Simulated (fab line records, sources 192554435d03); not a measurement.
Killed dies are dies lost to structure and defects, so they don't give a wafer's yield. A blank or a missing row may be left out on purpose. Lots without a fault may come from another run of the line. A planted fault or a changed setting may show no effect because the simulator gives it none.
Which tool did it? | flow n5_finfet | 12 lots, 36 wafers sampled, at 2 steps of a route of 1938

WHAT THE GAUGES READ, wafer by wafer
N5_BEOL_M7_THK_MEAS_01.
lot  | measured     | on            | M7_ILD_THK (nm)
L075 | day 9 05:55  | film_metro-01 | 154.2 154.1 157.4
L077 | day 9 22:17  | film_metro-01 | 154.8 154.8 157.8
L080 | day 10 13:20 | film_metro-02 | 152.7 153.5 155.9
L081 | day 10 23:12 | film_metro-01 | 154.4 155.7 157.2
L082 | day 11 10:51 | film_metro-01 | 153.8 155.1 155.4
L085 | day 12 03:04 | film_metro-02 | 153.8 154.4 156.5
L087 | day 12 12:56 | film_metro-02 | 155.5 156.2 157.5
L089 | day 12 20:44 | film_metro-01 | 158.2 156.4 159.3
L091 | day 13 05:22 | film_metro-02 | 154.8 155.6 157.7
L094 | day 13 22:29 | film_metro-01 | 153.2 155.6 155.7
L095 | day 14 15:55 | film_metro-02 | 153.1 155.4 158.9
L097 | day 15 06:28 | film_metro-01 | 155.6 156.9 157.7

WHICH TOOL RAN EACH LOT (tool, then ch and the chambers of the sampled wafers, then the start)
lot  | N5_BEOL_M6_ALD_77
L075 | ald_metal-02 ch 1,3, day 9 01:44
L077 | ald_metal-02 ch 1,2, day 9 16:25
L080 | ald_metal-02 ch 0,1, day 10 08:09
L081 | ald_metal-03 ch 0,3, day 10 16:08
L082 | ald_metal-04 ch 1,2,3, day 11 08:12
L085 | ald_metal-02 ch 0,1,2, day 11 23:01
L087 | ald_metal-04 ch 1,2,3, day 12 10:40
L089 | ald_metal-03 ch 0,2,3, day 12 17:05
L091 | ald_metal-02 ch 2,3, day 13 03:10
L094 | ald_metal-04 ch 1,2,3, day 13 19:17
L095 | ald_metal-02 ch 0,1,3, day 14 11:55
L097 | ald_metal-03 ch 1,2,3, day 15 02:07
- N5_BEOL_M6_ALD_77: deposits TaN, target thk 2 nm, pulse time 2 s, purge time 3 s.

THE ANSWER, worked out from the rows above alone
Rule: what is usual is taken from the lots themselves. Put in order of their means at a reading, lots are off if they are a third of the lots or fewer, leave a main group of 4 or more, and stand apart from it by a gap of 3 or more times the standard deviation of the main group's means; of several such gaps the widest counts. A main group whose means are all the same, to the digits that the tables above print for the reading, isn't used. A lot without any number at a reading at which 4 lots or more have one is off too. The other lots that the step has rows for count as sound.
No lot is off at any reading shown: from this, nothing can be told.

WHAT THE SIMULATOR HAD PUT IN
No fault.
